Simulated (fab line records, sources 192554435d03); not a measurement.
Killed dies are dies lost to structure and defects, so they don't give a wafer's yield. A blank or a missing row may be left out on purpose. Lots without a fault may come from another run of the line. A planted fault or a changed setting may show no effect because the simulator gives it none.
Chamber matching | flow n5_finfet | N5_HKMG_FIN_CMP_23 on cmp-03: 4 sister chambers
The step polishes, stops on SiNx, t overpolish 10 s, target thk 46.326 nm. 16 wafers are shown with their chamber, then 8 later ones without.

WAFERS WITH THEIR CHAMBER
wafer  | chamber | motor_current_A (A) | time_to_endpoint_s (s) | overpolish_run_s (s)
L078.1 | 0       | 11.7                | 11.7                   | 9.99
L078.3 | 2       | 13.3                | 12.8                   | 10.01
L078.5 | 2       | 12.9                | 16.7                   | 10.00
L086.1 | 2       | 13.2                | 12.7                   | 10.00
L086.2 | 0       | 11.8                | 14.1                   | 10.00
L086.5 | 1       | 12.5                | 11.0                   | 10.00
L088.2 | 3       | 11.9                | 14.4                   | 10.01
L088.3 | 0       | 12.1                | 14.4                   | 10.01
L088.5 | 3       | 11.6                | 11.4                   | 9.99
L090.3 | 1       | 12.4                | 12.2                   | 10.02
L090.4 | 0       | 12.2                | 12.1                   | 10.00
L090.6 | 0       | 11.3                | 12.9                   | 10.01
L091.1 | 1       | 13.1                | 10.9                   | 10.01
L091.3 | 3       | 11.5                | 11.1                   | 10.00
L091.4 | 0       | 11.6                | 9.6                    | 10.01
L094.1 | 2       | 13.1                | 15.4                   | 10.00

SIGNATURES (means of the wafers above)
reading            | chamber 0 | chamber 1 | chamber 2 | chamber 3 | scatter within a chamber
motor_current_A    | 11.783    | 12.667    | 13.125    | 11.667    | 0.29
time_to_endpoint_s | 12.467    | 11.367    | 14.400    | 12.300    | 1.71
overpolish_run_s   | 10.0033   | 10.0100   | 10.0025   | 10.0000   | 0.00821
Rule: a wafer's distance from a chamber is the root of the sum, over the readings, of the square of ((its reading less the chamber's mean) divided by the reading's scatter). The wafer belongs to the nearest chamber; if the next one is less than 2 further off, it can't be placed. The scatter: the root of (the sum of the squares of (reading less its chamber's mean) over the shown wafers, divided by (wafers less chambers)).

WAFERS WITHOUT THEIR CHAMBER
wafer  | motor_current_A (A) | time_to_endpoint_s (s) | overpolish_run_s (s)
L094.4 | 11.4                | 14.0                   | 9.99
L094.6 | 11.3                | 11.7                   | 10.01
L095.1 | 13.8                | 12.7                   | 9.99
L095.3 | 12.9                | 12.0                   | 9.99
L095.4 | 11.4                | 12.0                   | 10.00
L096.2 | 13.0                | 11.5                   | 10.00
L096.3 | 11.5                | 9.1                    | 10.00
L096.4 | 11.1                | 11.2                   | 9.98

WHICH CHAMBER EACH WENT THROUGH
wafer  | from the rows above          | in truth
L094.4 | can't be placed: 3 or 0      | 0
L094.6 | can't be placed: 3 or 0      | 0
L095.1 | can't be placed: 2 or 1      | 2
L095.3 | can't be placed: 2 or 1 or 0 | 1
L095.4 | can't be placed: 3 or 0      | 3
L096.2 | can't be placed: 1 or 2      | 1
L096.3 | can't be placed: 3 or 0      | 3
L096.4 | can't be placed: 3 or 0      | 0
Placed correctly: 0 of 8. Can't be placed from these rows: 8 (the true chamber is among the candidates in 8). Placed wrongly: 0.
